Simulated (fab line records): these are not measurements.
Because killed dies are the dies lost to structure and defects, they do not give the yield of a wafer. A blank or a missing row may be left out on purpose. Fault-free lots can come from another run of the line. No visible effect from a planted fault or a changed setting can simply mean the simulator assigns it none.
Which tool was responsible? -- flow n5-finfet -- 11 lots with 33 wafers sampled at 4 steps, on a route of 1938 steps

== WHAT EACH GAUGE READ, for each wafer ==
N5_BEOL_M15_THK_MEAS_50: measures by xrf.
lot,measured,on,M15_THK (nm)
L402,day 11 19:03,film-metro-01,831 820 865
L403,day 12 03:47,film-metro-02,835 812 811
L405,day 12 07:49,film-metro-02,833 815 852
L406,day 12 22:33,film-metro-01,853 840 859
L408,day 14 09:09,film-metro-02,837 841 841
L409,day 13 18:19,film-metro-02,837 825 834
L411,day 14 17:02,film-metro-02,829 848 833
L414,day 15 18:35,film-metro-02,831 844 854
L417,day 16 15:01,film-metro-02,842 835 848
L419,day 16 16:26,film-metro-02,843 858 833
L425,day 18 09:46,film-metro-01,809 853 812

N5_PASSIVATION_CD_MEAS_44 targets a cd of 40000 nm.
lot,measured,on,cd-nm (nm)
L402,day 12 06:02,cd-sem-03,40005 40000 40004
L403,day 12 14:27,cd-sem-01,40006 39999 40000
L405,day 12 17:47,cd-sem-02,40005 40009 40004
L406,day 13 09:43,cd-sem-02,40007 40003 40001
L408,day 14 21:08,cd-sem-01,40003 40009 40008
L409,day 14 04:02,cd-sem-01,40004 40006 40007
L411,day 15 03:22,cd-sem-03,40002 40002 40000
L414,day 16 08:34,cd-sem-02,40003 40004 40005
L417,day 17 01:30,cd-sem-03,39999 40000 39998
L419,day 17 06:22,cd-sem-01,39997 39998 40004
L425,day 18 23:29,cd-sem-02,40004 40000 40002

== EACH LOT AND THE TOOL THAT RAN IT (in order: tool; ch and the chambers of the sampled wafers; start) ==
lot,N5_PMOS_HMC_CHANNEL_EPI_STRIP_17,N5_PASSIVATION_DESCUM_32
L402,"wet-bench-05 ch 0,1,6, day 1 18:40","rie-diel-05 ch 1,3, day 12 03:44"
L403,"wet-bench-02 ch 0,1,7, day 1 23:35","rie-diel-06 ch 1,2,3, day 12 12:19"
L405,"wet-bench-05 ch 5,6,7, day 2 11:43","rie-diel-06 ch 0,1,2, day 12 16:08"
L406,"wet-bench-06 ch 2,3,7, day 2 17:53","rie-diel-06 ch 1,2,3, day 13 08:04"
L408,"wet-bench-02 ch 5,6,7, day 3 06:01","rie-diel-05 ch 1,2,3, day 14 19:28"
L409,"wet-bench-05 ch 0,1,4, day 3 11:40","rie-diel-05 ch 0,1,3, day 14 02:16"
L411,"wet-bench-02 ch 0,2,6, day 3 23:46","rie-diel-05 ch 1,2, day 15 01:43"
L414,"wet-bench-05 ch 3,5,7, day 4 17:26","rie-diel-02 ch 0,1,3, day 16 06:47"
L417,"wet-bench-02 ch 0,1,3, day 5 11:53","rie-diel-06 ch 0,2,3, day 16 23:51"
L419,"wet-bench-05 ch 0,4,6, day 6 00:41","rie-diel-06 ch 0,1,2, day 17 04:40"
L425,"wet-bench-06 ch 3,4,6, day 7 14:41","rie-diel-06 ch 1,2,3, day 18 21:37"
- N5_PMOS_HMC_CHANNEL_EPI_STRIP_17: strips in SPM, time 750 s.
- N5_PASSIVATION_DESCUM_32: chemistry O2, time 7.9 s.

== WHAT THE TOOLS THEMSELVES READ (means of the sampled wafers that have a number; where no wafer has one, the mark that the record gives instead) ==
N5_PASSIVATION_DESCUM_32.
lot,tool,bias-power-w (W),drypump-motor-current-A (A),oes-product-au (a.u.),rf-vpp-V (V),showerhead-plenum-p-Torr (Torr),throttle-valve-pct (%)
L402,rie-diel-05,19.97,5.8,0.79,243.3,2.05,20.27
L403,rie-diel-06,19.92,5.1,0.68,242.4,2.04,20.65
L405,rie-diel-06,20.01,5.4,0.68,242.8,2.03,20.82
L406,rie-diel-06,20.02,5.1,0.68,242.4,2.04,20.67
L408,rie-diel-05,19.96,6.2,0.74,242.5,2.06,20.46
L409,rie-diel-05,19.98,6.2,0.77,242.8,2.07,20.30
L411,rie-diel-05,20.04,6.5,0.70,242.4,2.08,20.39
L414,rie-diel-02,20.04,6.0,0.82,243.2,2.11,20.38
L417,rie-diel-06,19.96,5.2,0.82,243.9,2.11,20.32
L419,rie-diel-06,19.96,5.4,0.92,244.5,2.19,20.46
L425,rie-diel-06,20.01,5.1,0.91,244.8,2.20,20.33

== THE ANSWER, worked out from the rows above alone ==
Rule: usual is defined by the lots themselves. Put in order of their means at a reading, lots are off if they are a third of the lots or fewer, leave a main group of 4 or more, and stand apart from it by a gap of 3 or more times the standard deviation of the main group's means; of several such gaps the widest counts. Not used: any main group whose means are identical at the precision the tables above print for the reading. A lot without any number at a reading at which 4 lots or more have one is off too. All remaining lots with rows at the step are treated as sound. After the gauges, taken in route order, come the tools' own readings; for these a lot's mean is taken, as printed above. At the first step where some lot is off, the reading lying furthest off is the one used; lots without a number count as furthest.
None of the lots is off at any reading shown; this tells nothing.

== WHAT HAD BEEN PUT IN BY THE SIMULATOR ==
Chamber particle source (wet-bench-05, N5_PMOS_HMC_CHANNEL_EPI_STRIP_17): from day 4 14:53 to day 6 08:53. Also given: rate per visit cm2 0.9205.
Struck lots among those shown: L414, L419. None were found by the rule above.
